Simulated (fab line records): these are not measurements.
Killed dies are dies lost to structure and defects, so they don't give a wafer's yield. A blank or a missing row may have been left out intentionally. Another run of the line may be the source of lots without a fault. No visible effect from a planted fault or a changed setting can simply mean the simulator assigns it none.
fab line records	flow nand_harc
record lots=12	wafers=36	last_day=33
route steps=1302 shown A_M1@1187 A_BONDPAD@1202
lots that met no fault: from a run of the same line without faults
start_h: the number of hours between the record's first day and the start of the first shown wafer of the lot	wait_h: time in hours since the lot's previous step	" unchanged from the row above	L1.1+2: a single row standing in for several wafers	- no value present, or no start provided	* or withheld: withheld	< > ~ a bound
route shown NAME@n: a module of which the file shows steps, and the number in the route of the first	usual: mean/standard deviation taken from wafers without a fault	same: alike in all rows	chamber/n: place in a boat	sites: per-site readings	_std_site: their standard deviation	_edge_site: mean of outer sites minus mean of inner sites	radius_mm: how far each site lies from the wafer's centre	mask NAME#n: copy n	behind: the most recent tool/chamber to have shaped the wafer	hold: cause of the lot's hold/its duration in hours/its outcome	device: whichever transistor did not switch (one of n, p or np)	end of line: tests of these same wafers at the route's end	a step given without rows: its recipe and nothing more	killed: dies lost to structure and defects at the first sort, not the wafer's yield	map: a wafer's dies, x killed, . not, _ none there
set.NAME: the run value of the setting; set.NAME@STEP: its run value at that earlier step	model.NAME: the simulator's own value behind a step, which no gauge read
one table for each step of the route and one row for each wafer, over a sample of lots
services: a tool's chamber out of use, with start hour (start_h, from the record's first day; less than 0 if before it), hours out, and reason
## steps
# step NHARC_A_M1_ETCH_28
# recipe target_depth_a=300	over_etch_frac=0.3	time_s=72.99	ion_energy_ev=150	cf4_flow_sccm=50	n2_flow_sccm=100	ar_flow_sccm=150	rf_w=300	bias_w=100	chemistry=CF4/N2
# usual drypump_motor_current_A=6.0/0.54	n2_flow_sccm=100.0/0.31	oes_product_au=0.998/0.013	rf_vpp_V=314.3/1.6	showerhead_plenum_p_Torr=2.63/0.08	throttle_valve_pct=19.795/0.0092
lot.wafer	tool	chamber	start_h	wait_h	drypump_motor_current_A	n2_flow_sccm	oes_product_au	rf_hours_counter_h	rf_vpp_V	showerhead_plenum_p_Torr	throttle_valve_pct
L635.4	rie_diel-12	3	-	-	5.7	99.9	0.990	6.4	315.1	2.62	19.800
L635.5	"	3	"	"	5.7	99.8	0.985	-	312.6	2.62	19.793
L635.6	"	0	"	"	6.7	100.1	0.990	-	316.4	2.75	19.817
L638.1	rie_diel-05	0	-	-	5.3	99.7	1.005	3.0	312.4	2.59	19.791
L638.4	"	1	"	"	6.4	100.3	0.974	3.0	314.6	2.67	19.784
L638.5	"	0	"	"	5.3	99.9	1.008	-	313.4	2.59	19.800
L637.3	rie_diel-12	0	-	-	6.6	100.9	1.002	7.2	315.2	2.75	19.786
L637.4	"	2	"	"	6.2	100.0	1.007	7.1	316.7	2.77	19.787
L637.5	"	0	"	"	6.6	100.3	0.998	-	316.8	2.75	19.802
L639.2	rie_diel-08	2	-	-	6.2	100.3	0.993	0.2	314.4	2.66	19.787
L639.3	"	3	"	"	6.4	100.0	1.003	0.2	313.0	2.54	19.801
L639.4	"	2	"	"	6.1	99.5	0.990	-	314.7	2.65	19.805
L643.1	rie_diel-12	0	-	-	6.6	100.0	0.995	9.1	316.8	2.75	19.788
L643.2	"	1	"	"	5.8	100.3	0.987	6.2	310.7	2.53	19.790
L643.5	"	3	"	"	5.7	100.1	0.989	-	314.2	2.62	19.781
L646.4	rie_diel-05	3	-	-	4.8	99.6	1.007	0.9	314.9	2.63	19.795
L646.1	"	0	"	"	5.3	100.3	0.990	0.9	313.3	2.59	19.791
L646.6	"	2	"	"	6.4	100.0	1.003	-	310.6	2.54	19.804
L647.1	rie_diel-05	2	-	-	6.4	100.7	1.013	1.1	313.1	2.54	19.785
L647.2	"	3	"	"	4.8	100.4	1.015	1.0	314.0	2.63	19.801
L647.5	"	2	"	"	6.4	100.5	1.011	-	313.3	2.54	19.800
L650.4	rie_diel-12	1	-	-	5.8	100.2	0.976	0.3	312.4	2.53	19.801
L650.1	"	3	"	"	5.7	99.8	0.998	0.5	313.9	2.62	19.790
L650.5	"	1	"	"	5.8	99.9	0.977	-	312.6	2.53	19.799
L649.4	rie_diel-12	3	-	-	5.7	100.3	1.004	0.6	314.0	2.62	19.790
L649.2	"	2	"	"	6.2	100.2	1.000	0.4	317.5	2.77	19.777
L649.6	"	0	"	"	6.6	100.3	1.002	-	315.6	2.75	19.796
L653.4	rie_diel-08	0	-	-	6.0	100.0	1.007	5.7	313.4	2.53	19.795
L653.1	"	2	"	"	6.1	99.6	0.986	7.4	315.7	2.65	19.795
L653.6	"	0	"	"	6.0	100.3	1.002	-	312.1	2.53	19.786
L654.2	rie_diel-05	0	-	-	5.3	99.7	0.972	2.4	314.0	2.59	19.803
L654.1	"	2	"	"	6.4	99.7	1.011	2.8	314.1	2.54	19.796
L654.4	"	3	"	"	4.8	100.0	1.029	2.3	313.8	2.63	19.798
L656.2	rie_diel-05	1	-	-	6.4	100.4	0.985	3.9	314.5	2.67	19.791
L656.3	"	2	"	"	6.4	100.3	1.005	4.0	312.5	2.54	19.783
L656.4	"	3	"	"	4.8	100.2	1.014	3.5	313.3	2.62	19.804
# step NHARC_A_M1_CMP_23
# recipe t_overpolish_s=20	target_thk_nm=154.34
# usual motor_current_A=12.8/0.96	time_to_endpoint_s=29/3.6
lot.wafer	tool	chamber	start_h	wait_h	motor_current_A	time_to_endpoint_s
L635.4	cmp-04	2	547.51	-	12.2	31
L635.5	"	3	"	"	12.7	29
L635.6	"	0	"	"	10.6	32
L638.4	cmp-04	1	554.16	-	13.2	23
L638.1	"	3	"	"	13.1	27
L638.5	"	1	"	"	13.2	24
L637.3	cmp-03	0	562.51	-	12.9	28
L637.4	"	1	"	"	14.6	28
L637.5	"	1	"	"	14.7	25
L639.3	cmp-04	1	562.91	-	13.4	25
L639.2	"	2	"	"	13.3	27
L639.4	"	3	"	"	12.9	27
L643.1	cmp-02	0	605.15	-	14.4	22
L643.2	"	2	"	"	12.6	28
L643.5	"	0	"	"	13.8	23
L646.4	cmp-04	1	635.74	-	13.4	25
L646.1	"	3	"	"	13.4	30
L646.6	"	1	"	"	12.9	25
L647.1	cmp-03	3	636.68	-	11.5	32
L647.2	"	0	"	"	13.0	26
L647.5	"	0	"	"	12.8	29
L650.1	cmp-02	3	660.72	-	13.3	33
L650.4	"	2	"	"	13.6	33
L650.5	"	0	"	"	14.5	25
L649.4	cmp-04	1	661.81	-	13.3	26
L649.2	"	2	"	"	12.3	29
L649.6	"	3	"	"	12.5	27
L653.1	cmp-03	0	693.75	-	13.5	29
L653.4	"	2	"	"	13.1	27
L653.6	"	3	"	"	10.9	32
L654.1	cmp-02	3	718.81	-	12.7	31
L654.4	"	0	"	"	14.0	24
L654.2	"	1	"	"	11.8	37
L656.2	cmp-04	3	749.83	-	12.6	29
L656.4	"	0	"	"	10.9	31
L656.3	"	1	"	"	13.5	26
# step NHARC_A_M1_DEP_33
# recipe target_thk_a=300	temp_c=370	target_thk_nm=30	pressure_torr=3	flow_sccm=200	rf_w=450	material=SiCN
# usual chamber_pressure_Torr=2.999/0.006	heater_power_outer_w=368/49	heater_power_w=627/82
lot.wafer	tool	chamber	start_h	wait_h	chamber_pressure_Torr	heater_power_outer_w	heater_power_w	since_wet_clean_h
L635.4	pecvd-01	1	548.17	0.2	3.003	373	662	-
L635.5	"	2	"	"	3.002	474	837	-
L635.6	"	0	"	"	3.005	308	523	-
L638.1	pecvd-04	2	554.87	0.1	2.996	346	531	92
L638.4	"	0	"	"	3.001	374	665	-
L638.5	"	2	"	"	3.009	349	547	-
L637.3	pecvd-02	0	563.18	0.1	2.993	340	601	142
L637.4	"	2	"	"	3.003	359	600	-
L637.5	"	0	"	"	2.997	336	591	-
L639.2	pecvd-02	2	563.59	0.1	2.995	361	593	143
L639.3	"	0	"	"	3.001	350	593	143
L639.4	"	1	"	"	3.000	400	676	-
L643.2	pecvd-02	1	605.78	0.1	2.993	325	577	4
L643.1	"	0	"	"	2.987	324	570	4
L643.5	"	1	"	"	2.988	324	585	-
L646.1	pecvd-01	0	636.33	0.1	2.994	295	504	131
L646.4	"	1	"	"	3.000	314	572	-
L646.6	"	2	"	"	3.001	456	769	-
L647.1	pecvd-01	1	637.30	0.1	-	-	-	-
L647.2	"	2	"	"	-	-	-	-
L647.5	"	0	"	"	-	-	-	-
L650.1	pecvd-01	2	661.34	0.1	-	-	-	-
L650.4	"	2	"	"	-	-	-	-
L650.5	"	0	"	"	-	-	-	-
L649.2	pecvd-04	2	662.41	0.1	3.002	343	514	18
L649.4	"	2	"	"	3.004	348	507	-
L649.6	"	0	"	"	3.006	393	652	-
L653.1	pecvd-01	0	694.39	0.1	3.009	339	591	8
L653.6	"	2	"	"	2.999	505	841	-
L653.4	"	0	"	"	3.007	348	575	-
L654.1	pecvd-01	2	719.47	0.1	3.001	404	710	33
L654.2	"	0	"	"	3.003	360	584	33
L654.4	"	0	"	"	3.004	343	598	-
L656.2	pecvd-04	0	750.45	0.1	3.000	377	659	106
L656.3	"	2	"	"	2.988	388	583	107
L656.4	"	0	"	"	3.000	382	662	-
# step NHARC_A_BONDPAD_DEP_00
# recipe target_thk_a=2500	temp_c=370	target_thk_nm=250	pressure_torr=3	flow_sccm=200	rf_w=450	material=SiCN
# usual chamber_pressure_Torr=3.000/0.0069	heater_power_outer_w=325/60	heater_power_w=574/78
lot.wafer	tool	chamber	start_h	wait_h	chamber_pressure_Torr	heater_power_outer_w	heater_power_w	since_wet_clean_h
L635.4	pecvd-04	2	548.73	-	2.996	336	496	-
L635.6	"	0	"	"	2.999	448	725	-
L635.5	"	1	"	"	2.995	310	590	-
L638.1	pecvd-04	0	-	-	2.994	434	703	92
L638.5	"	2	"	"	2.995	365	562	-
L638.4	"	0	"	"	2.988	444	719	-
L637.3	pecvd-03	2	563.69	-	3.004	391	694	1
L637.5	"	0	"	"	2.998	308	557	-
L637.4	"	1	"	"	3.007	216	420	-
L639.2	pecvd-03	0	564.10	-	3.012	329	587	2
L639.3	"	1	"	"	3.003	264	511	2
L639.4	"	1	"	"	2.996	185	407	-
L643.1	pecvd-03	2	606.50	-	3.011	311	576	44
L643.2	"	0	"	"	2.998	308	568	44
L643.5	"	0	"	"	2.991	315	573	-
L646.1	pecvd-03	1	636.88	-	3.005	222	466	75
L646.6	"	2	"	"	2.989	300	548	-
L646.4	"	0	"	"	3.004	273	522	-
L647.2	pecvd-02	1	637.90	-	3.001	365	633	36
L647.1	"	2	"	"	2.992	385	599	36
L647.5	"	0	"	"	2.997	331	576	-
L650.1	pecvd-02	0	661.94	-	2.991	333	568	60
L650.5	"	2	"	"	2.997	363	583	-
L650.4	"	1	"	"	2.995	348	591	-
L649.2	pecvd-03	2	663.02	-	2.999	355	628	101
L649.6	"	0	"	"	3.010	244	457	-
L649.4	"	1	"	"	3.001	261	497	-
L653.1	pecvd-03	1	694.92	-	3.007	220	454	133
L653.6	"	1	"	"	3.007	225	463	-
L653.4	"	0	"	"	3.003	264	491	-
L654.1	pecvd-03	1	719.98	-	2.998	235	484	158
L654.2	"	2	"	"	2.994	351	620	158
L654.4	"	2	"	"	3.005	358	616	-
L656.3	pecvd-02	2	751.00	-	3.007	385	632	149
L656.2	"	0	"	"	2.999	320	563	149
L656.4	"	2	"	"	2.994	390	629	-
## services
tool	chamber	start_h	hours	kind
cmp-02	-	526.60	4.0	pm
rie_diel-12	3	530.82	7.2	repair
cmp-04	-	538.32	4.0	pm
cmp-03	-	548.08	1.1	repair
pecvd-03	-	549.41	13.0	pm
cmp-03	-	554.71	4.0	pm
pecvd-02	0	569.85	11.1	repair
rie_diel-05	-	583.60	9.0	pm
pecvd-02	-	589.03	13.0	pm
rie_diel-12	-	622.40	9.0	pm
cmp-04	-	623.24	2.1	repair
cmp-02	-	624.60	4.0	pm
pecvd-04	-	631.04	13.0	pm
cmp-04	-	636.32	4.0	pm
cmp-03	-	652.71	4.0	pm
pecvd-01	-	673.34	13.0	pm
cmp-04	-	678.39	1.2	repair
cmp-03	-	683.19	2.6	repair
cmp-03	-	709.32	1.8	repair
cmp-02	-	722.62	4.0	pm
cmp-03	-	726.41	2.6	repair
pecvd-03	-	730.41	13.0	pm
cmp-04	-	734.32	4.0	pm
cmp-03	-	750.71	4.0	pm
## key
first_sign step=NHARC_A_M1_DEP_33	reading=tool_record	direction=missing
effect none on later readings
met_at NHARC_A_M1_DEP_33
struck_lots L647,L650
tester_left_out L650
not_acting_at NHARC_A_M1_ETCH_28,NHARC_A_M1_CMP_23,NHARC_A_BONDPAD_DEP_00
onset_between 636.33 637.30
earlier_fault kind=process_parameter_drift	tool=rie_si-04	chamber=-	onset_h=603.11	steps=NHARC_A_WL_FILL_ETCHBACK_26	channel=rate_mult	offset=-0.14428	shape=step
fault kind=skipped_step_whole	tool=pecvd-01	chamber=-	onset_h=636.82	steps=NHARC_A_M1_DEP_33	scope=struck_lots_only
# tester_left_out: of these lots the tester's yield and bins aren't shown, on N5 and GAA mostly nor the transistor test; their killed dies are dies lost to structure and defects alone, not to doping, threshold or leakage, so they don't give the yield
